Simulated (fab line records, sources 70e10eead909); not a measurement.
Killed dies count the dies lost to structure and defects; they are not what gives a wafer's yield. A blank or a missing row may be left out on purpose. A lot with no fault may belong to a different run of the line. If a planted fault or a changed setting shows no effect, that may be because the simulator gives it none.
Comparing a struck lot with a sound one + flow nand_harc + 14 steps out of a route of 1302
Sound: the wafers L628.1, L628.2, L628.3. The struck wafers were L637.1, L637.3, L637.5. Last of all comes the cause.
Per side, at each step with rows, come the tool, then ch with its chambers, and then its first start. Under that, the readings that differ: sound wafers + struck wafers + difference of the means + sigmas: that difference in standard deviations of wafers without a fault.
alike: same words and numbers on both sides, and readings whose means sit less than 2 such deviations apart. not compared: any withheld reading, any reading some wafer has no value for, any bound like >300 that may hide the same value, and any number with overlapping values for which the record gives no deviation.
Wherever a step has rows on one side only, a row that says differs or no value, or a row with sigmas, the two part there. Non-overlapping numbers with no deviation appear without sigmas and do not part them. Lack of a reading on every wafer of one side parts them only where that side has two or more wafers.

NHARC_A_BONDPAD_DEP_00: deposits SiCN, target thk 250 nm.
  sound on pecvd-04 ch 0,1,2, day 25 10:19; struck on pecvd-02 ch 0,1,2, day 30 00:40
  alike: heater_power_w, susceptor_temp_C
NHARC_A_BONDPAD_CMP_29: polishes SiCN, target thk 200 nm.
  sound on cmp-01 ch 0,1,2, day 25 10:44; struck on cmp-04 ch 0,1,2, day 30 01:04
| reading             | sound          | struck         | difference | sigmas |
|---------------------|----------------|----------------|------------|--------|
| motor_current_A (A) | 10.3 10.7 11.6 | 14.1 11.7 13.2 | +2.1       | +2     |
  alike: retaining_ring_pressure_frac
NHARC_A_BONDPAD_THK_MEAS_30: measures by ellipsometry.
  struck on film_metro-01, day 30 01:19; sound on film_metro-02, day 25 10:59
  alike: thk_nm
then, 9 steps without rows for these wafers: NHARC_A_BONDPAD_SRD_31; NHARC_A_BONDPAD_DEHYDRATE_01 (time 120 s); NHARC_A_BONDPAD_HMDS_02 (time 30 s); NHARC_A_BONDPAD_COAT_33 (time 65 s); NHARC_A_BONDPAD_COAT_03 (resist thk 600 nm); NHARC_A_BONDPAD_SOFTBAKE_04 (time 70 s); NHARC_A_BONDPAD_EBR_05; NHARC_A_BONDPAD_EXPOSE_06 (exposes mask A BPAD); NHARC_A_BONDPAD_PEB_07 (peb time 80 s).
NHARC_A_BONDPAD_DEVELOP_08: time 50 s.
  sound on litho_track-05 ch 0, day 25 11:00; struck on litho_track-02, day 30 01:00
  no value came back on the struck wafers for chill_plate_temp_C (C), developer_temp_C (C); on the sound wafers chill_plate_temp_C (C) reads 23.02 23.11 22.98
NHARC_A_BONDPAD_CD_MEAS_09: target cd 500 nm.
  sound on cd_sem-03 ch 0, day 25 11:25; struck on cd_sem-03 ch 0, day 30 01:53
  alike: cd_nm

## WHERE THEY PART
Earliest at NHARC_A_BONDPAD_CMP_29; latest, in this record, at NHARC_A_BONDPAD_DEVELOP_08. Later steps at which nothing parts them and some readings are alike: NHARC_A_BONDPAD_CD_MEAS_09.

WHY: whatever the simulator had introduced
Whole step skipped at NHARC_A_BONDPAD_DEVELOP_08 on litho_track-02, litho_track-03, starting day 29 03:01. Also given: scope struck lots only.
